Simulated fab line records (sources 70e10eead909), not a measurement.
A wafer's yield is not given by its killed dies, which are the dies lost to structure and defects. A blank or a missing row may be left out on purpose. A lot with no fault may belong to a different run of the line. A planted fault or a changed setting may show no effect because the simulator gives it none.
Problem report, 8D (eight disciplines) form, completed by code / flow nand-harc / the parts of the form that need people (team, actions taken, sign-off) are left out

## 1. WHAT IS WRONG
Wafers with no fault read 65.4 s with a standard deviation of 0.52, whereas run-length-s at NHARC_A_M0_ETCH_34 reads a mean of 51.7 s on 1 wafer of 1 lot. Measured from the usual mean, that is -26 standard deviations.
The step: etches the open film in N2/H2, target depth 40 nm, overetch 12 nm, time 43.94 s.
The first sign was on wafer L389.1 at day 19 21:41, on rie-diel-09. The record has a number at this step for 36 wafers belonging to 12 lots. Rule for "out", or "out of limits": more than 4 standard deviations from the usual mean. Any other wafer with a number is counted as sound.

## 2. WHAT THIS IS AND IS NOT
question=which readings at this step | is=run-length-s | is not=drypump-motor-current-A, oes-product-au, rf-vpp-V, showerhead-plenum-p-Torr, throttle-valve-pct
question=which lots | is=L389 | is not=L382, L383, L385, L386, L388, L396, L397, L398, L402, L403, L404
question=which wafers of those lots | is=L389.1 | is not=L389.2, L389.5
question=read on which tools | is=rie-diel-09 | is not=rie-diel-04, rie-diel-13
question=when | is=from day 19 21:41 | is not=up to then (17 sound wafers); but 18 sound wafers of L396, L397, L398, L402, L403, L404 came after

## 3. WHAT RULES OUT EACH SUSPECT
Counting: a tool at a process step up to the reading stays a suspect if it ran every lot that is out. Sound lots after the first of them don't rule it out here, since some wafers of a struck lot are sound.
- pvd-sputter-03 at NHARC_A_BLC_PVD_32 (deposits Ti, target thk 5 nm, time 17.7 s): kept. L389, the lot that is out, went through it at day 19 21:25; up to then, the latest sound lot through it was L388 at day 19 10:43. NHARC_A_BLC_PVD_32 gives no start for some lots, so the hours and the order of its lots are those of NHARC_A_M0_CD_MEAS_09.
- rie-diel-09 at NHARC_A_M0_ETCH_34 (etches the open film in N2/H2, target depth 40 nm, overetch 12 nm, time 43.94 s): kept. L389, the lot that is out, went through it at day 19 21:41; up to then, the latest sound lot through it was L385 at day 17 21:56. Its own readings are out on those wafers: run-length-s.
- rie-diel-09, NHARC_A_M0_ETCH_34: wafers that are out in chamber 0, sound lot-mates in chambers 1, 3.
The count leaves rie-diel-09 at NHARC_A_M0_ETCH_34 and pvd-sputter-03 at NHARC_A_BLC_PVD_32.

## 4. THE CAUSE (what the simulator had put in)
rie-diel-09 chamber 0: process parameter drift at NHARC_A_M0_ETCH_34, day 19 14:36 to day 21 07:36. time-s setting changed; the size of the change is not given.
After counting, 2 suspects remain, this tool included.

## 5. THE CHAIN OF EFFECTS, in route order
Each row: a reading where the mean over the struck wafers with a number is more than 3 standard deviations away from the usual. Only readings whose record carries a usual standard deviation are examined. hours: median over the lots of the time between each lot's start at the first step of this table that gives one and its start at this step. sigmas: the change, counted in usual standard deviations.
hours=0; step=NHARC_A_M0_ETCH_34; reading=run-length-s; usual=65.4 s; on struck wafers=51.7; change=-13.7; sigmas=-26
The process steps in it:
- NHARC_A_M0_ETCH_34: etches the open film in N2/H2, target depth 40 nm, overetch 12 nm, time 43.94 s.

## 6. HOW IT WOULD HAVE BEEN CAUGHT EARLIER
First out-of-limits reading in this record: day 19 21:41, which is 7 hours after fault onset at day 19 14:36.
